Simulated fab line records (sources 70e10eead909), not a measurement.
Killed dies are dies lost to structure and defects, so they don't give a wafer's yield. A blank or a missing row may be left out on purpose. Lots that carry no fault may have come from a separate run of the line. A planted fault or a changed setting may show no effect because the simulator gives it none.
Which tool was responsible? | flow nand_harc | 20 wafers from 7 lots sampled at 2 of the route's 1302 steps

WHAT THE GAUGES READ, wafer by wafer
NHARC_A_ONON_D1_THK_MEAS_14: measures by ellipsometry.
lot  | measured     | on            | thk_nm (nm)
L703 | day 8 15:36  | film_metro-01 | 1007 1006 1007
L705 | day 9 15:03  | film_metro-01 | 1020 1018 1020
L708 | day 10 16:59 | film_metro-02 | 1017 1018 1016
L711 | day 11 21:28 | film_metro-01 | 1000 1001 1002
L715 | day 14 04:37 | film_metro-01 | 786 999
L719 | day 15 10:47 | film_metro-02 | 978 976 767
L723 | day 16 22:13 | film_metro-01 | 1009 1007 1008

WHAT TOOL EACH LOT RAN ON (gives the tool, then ch and the chambers of the sampled wafers, and finally the start)
lot  | NHARC_A_ONON_D1_DEP_12
L703 | pecvd_onon-01 ch 0, day 8 15:08
L705 | pecvd_onon-02 ch 0, day 9 14:31
L708 | pecvd_onon-01 ch 0, day 10 16:32
L711 | pecvd_onon-02 ch 0, day 11 20:58
L715 | pecvd_onon-03 ch 0, day 14 04:13
L719 | pecvd_onon-03 ch 0, day 15 10:17
L723 | pecvd_onon-01 ch 0, day 16 21:43
- NHARC_A_ONON_D1_DEP_12: target thk 1000 nm.

THE ANSWER, worked out from the rows above alone
Rule: what is usual is taken from the lots themselves. Put in order of their means at a reading, lots are off if they are a third of the lots or fewer, leave a main group of 4 or more, and stand apart from it by a gap of 3 or more times the standard deviation of the main group's means; of several such gaps the widest counts. Not used: any main group whose means are identical at the precision the tables above print for the reading. Also off: a lot with no number at a reading for which 4 or more lots have one. Where the step has rows for the other lots, those lots are counted as sound.
Off at NHARC_A_ONON_D1_THK_MEAS_14 (thk_nm): L715, L719. For the main group the mean is 1010 nm and the standard deviation 6.8.
If a tool, at a process step before that reading, ran all the lots that are off and no sound lot after the first of them, it fits. Gauges at NHARC_A_ONON_D1_THK_MEAS_14: tried the same way as those tools. One fits: pecvd_onon-03 at NHARC_A_ONON_D1_DEP_12. It ran no sound lot before its first lot that is off in this sample, so the start can't be narrowed down.

WHAT THE SIMULATOR PUT IN
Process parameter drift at NHARC_A_ONON_D1_DEP_12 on pecvd_onon-03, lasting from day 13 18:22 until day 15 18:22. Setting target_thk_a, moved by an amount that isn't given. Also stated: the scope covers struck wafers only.
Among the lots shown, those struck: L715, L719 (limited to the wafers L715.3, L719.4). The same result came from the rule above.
